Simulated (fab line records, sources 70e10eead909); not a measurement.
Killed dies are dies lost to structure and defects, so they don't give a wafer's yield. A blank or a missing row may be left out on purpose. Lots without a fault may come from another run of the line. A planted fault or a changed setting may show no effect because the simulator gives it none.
Tool commonality check | flow nand_harc | 11 lots, 33 wafers sampled

WHY IT WAS OPENED
At NHARC_A_M1_CD_MEAS_09 the reading cd_nm is flagged on 2 of 11 lots. Wafers without a fault read 120.0 nm, standard deviation 0.59.
Rule: a lot is flagged when every wafer of it that has a number lies more than 4 standard deviations from that mean, or none has a number. The other lots count as sound.

lot  | measured     | on        | cd_nm (nm), wafer by wafer | flag
L743 | day 17 19:52 | cd_sem-02 | 119.6 119.8 119.8          |
L749 | day 18 23:43 | cd_sem-02 | 145.6 145.6 144.9          | FLAGGED
L748 | day 19 00:40 | cd_sem-01 | 141.2 140.5 141.3          | FLAGGED
L750 | day 19 11:02 | cd_sem-01 | 120.5 120.9 121.0          |
L755 | day 20 18:42 | cd_sem-02 | 119.5 119.6 119.3          |
L758 | day 21 18:50 | cd_sem-02 | 119.3 118.8 119.0          |
L762 | day 22 08:25 | cd_sem-01 | 120.8 120.5 120.9          |
L759 | day 22 09:14 | cd_sem-02 | 119.2 119.4 119.4          |
L760 | day 22 14:41 | cd_sem-01 | 120.2 119.7 120.7          |
L763 | day 22 19:02 | cd_sem-01 | 119.6 120.5 120.0          |
L766 | day 23 13:03 | cd_sem-01 | 120.4 120.0 120.5          |
The numbers of the flagged lots are 143.2 nm on average: +23.2 nm against the usual, or +39 standard deviations.

WHICH TOOL RAN EACH LOT
The record holds 4 process steps before the reading, out of a route of 1159 steps. In each cell: the tool, then ch and the chambers that the sampled wafers went through, then the start.
lot  | flag    | NHARC_A_M0_DESCUM_14               | NHARC_A_M0_PRE_CLEAN_31         | NHARC_A_M0_DEP_32               | NHARC_A_M1_EXPOSE_06
L743 |         | rie_diel-05 ch 0,1,3, day 17 15:46 | pecvd-04 ch 0,1, day 17 18:22   | pecvd-04 ch 0,1, day 17 18:29   | arfi_scanner-03 ch 0, day 17 19:43
L749 | FLAGGED | rie_diel-12 ch 1,2,3, day 18 19:48 | pecvd-04 ch 0,1,2, day 18 22:20 | pecvd-04 ch 0,1,2, day 18 22:25 | arfi_scanner-01 ch 0, day 18 23:35
L748 | FLAGGED | rie_diel-05 ch 0,2,3, day 18 20:16 | pecvd-03 ch 0,2, day 18 23:04   | pecvd-03 ch 0,2, day 18 23:12   | arfi_scanner-01 ch 0, day 19 00:31
L750 |         | rie_diel-01 ch 1,2, day 19 06:47   | pecvd-01 ch 0,1, day 19 09:32   | pecvd-01 ch 0,1, day 19 09:47   | arfi_scanner-03 ch 0, day 19 10:53
L755 |         | rie_diel-01 ch 0,1,3, day 20 14:16 | pecvd-01 ch 0,1,2, day 20 17:24 | pecvd-01 ch 0,1,2, day 20 17:29 | arfi_scanner-02 ch 0, day 20 18:34
L758 |         | rie_diel-05 ch 0,3, day 21 14:44   | pecvd-03 ch 1,2, day 21 17:30   | pecvd-03 ch 1,2, day 21 17:35   | arfi_scanner-02 ch 0, day 21 18:41
L762 |         | rie_diel-01 ch 0,2,3, day 22 04:33 | pecvd-03 ch 0,2, day 22 07:05   | pecvd-03 ch 0,2, day 22 07:10   | arfi_scanner-02 ch 0, day 22 08:17
L759 |         | rie_diel-05 ch 0,1,3, day 22 05:29 | pecvd-04 ch 1,2, day 22 08:04   | pecvd-04 ch 1,2, day 22 08:10   | arfi_scanner-02 ch 0, day 22 09:06
L760 |         | rie_diel-05 ch 1,2,3, day 22 10:56 | pecvd-04 ch 0,2, day 22 13:31   | pecvd-04 ch 0,2, day 22 13:37   | arfi_scanner-02 ch 0, day 22 14:33
L763 |         | rie_diel-01 ch 0,2,3, day 22 15:07 | pecvd-04 ch 0,1, day 22 17:44   | pecvd-04 ch 0,1, day 22 17:49   | arfi_scanner-03 ch 0, day 22 18:55
L766 |         | rie_diel-05 ch 0,2,3, day 23 08:49 | pecvd-04 ch 0,1,2, day 23 11:51 | pecvd-04 ch 0,1,2, day 23 11:56 | arfi_scanner-03 ch 0, day 23 12:55
What these steps do:
- NHARC_A_M0_DESCUM_14: chemistry O2, time 3 s.
- NHARC_A_M0_PRE_CLEAN_31: time 12 s.
- NHARC_A_M0_DEP_32: deposits SiCN, target thk 30 nm.
- NHARC_A_M1_EXPOSE_06: exposes mask A M1, target cd 120 nm.
- NHARC_A_M1_CD_MEAS_09: target cd 120 nm.

FLAGGED OVER TOTAL, TOOL BY TOOL (the gauges that took the reading come last)
step                    | tool            | lots run | flagged | share of the flagged lots | sound lots run after its first flagged lot
NHARC_A_M0_DESCUM_14    | rie_diel-01     | 4        | 0       | none                      | -
NHARC_A_M0_DESCUM_14    | rie_diel-05     | 6        | 1       | some                      | 4 (L758,L759,L760,L766)
NHARC_A_M0_DESCUM_14    | rie_diel-12     | 1        | 1       | some                      | 0
NHARC_A_M0_PRE_CLEAN_31 | pecvd-01        | 2        | 0       | none                      | -
NHARC_A_M0_PRE_CLEAN_31 | pecvd-03        | 3        | 1       | some                      | 2 (L758,L762)
NHARC_A_M0_PRE_CLEAN_31 | pecvd-04        | 6        | 1       | some                      | 4 (L759,L760,L763,L766)
NHARC_A_M0_DEP_32       | pecvd-01        | 2        | 0       | none                      | -
NHARC_A_M0_DEP_32       | pecvd-03        | 3        | 1       | some                      | 2 (L758,L762)
NHARC_A_M0_DEP_32       | pecvd-04        | 6        | 1       | some                      | 4 (L759,L760,L763,L766)
NHARC_A_M1_EXPOSE_06    | arfi_scanner-01 | 2        | 2       | all                       | 0
NHARC_A_M1_EXPOSE_06    | arfi_scanner-02 | 5        | 0       | none                      | -
NHARC_A_M1_EXPOSE_06    | arfi_scanner-03 | 4        | 0       | none                      | -
NHARC_A_M1_CD_MEAS_09   | cd_sem-01       | 6        | 1       | some                      | 5 (L750,L762,L760,L763,L766)
NHARC_A_M1_CD_MEAS_09   | cd_sem-02       | 5        | 1       | some                      | 3 (L755,L758,L759)

WHAT THE TABLE ALLOWS
1 row of the table ran every flagged lot: arfi_scanner-01 at NHARC_A_M1_EXPOSE_06.
- arfi_scanner-01 at NHARC_A_M1_EXPOSE_06: 2 of its 2 lots flagged. It ran no sound lot before its first flagged lot in this sample, so the start can't be narrowed down. Its own readings lie more than 4 standard deviations out on every wafer of the flagged lots: exposure_dose_mJ_cm2.
One tool is left: arfi_scanner-01 at NHARC_A_M1_EXPOSE_06.

WHAT THE SIMULATOR HAD PUT IN
Process parameter drift: arfi_scanner-01, from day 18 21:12 on, at NHARC_A_M1_EXPOSE_06. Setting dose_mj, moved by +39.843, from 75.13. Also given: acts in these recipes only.
Lots struck among those shown: L749, L748. The rule above found the same.
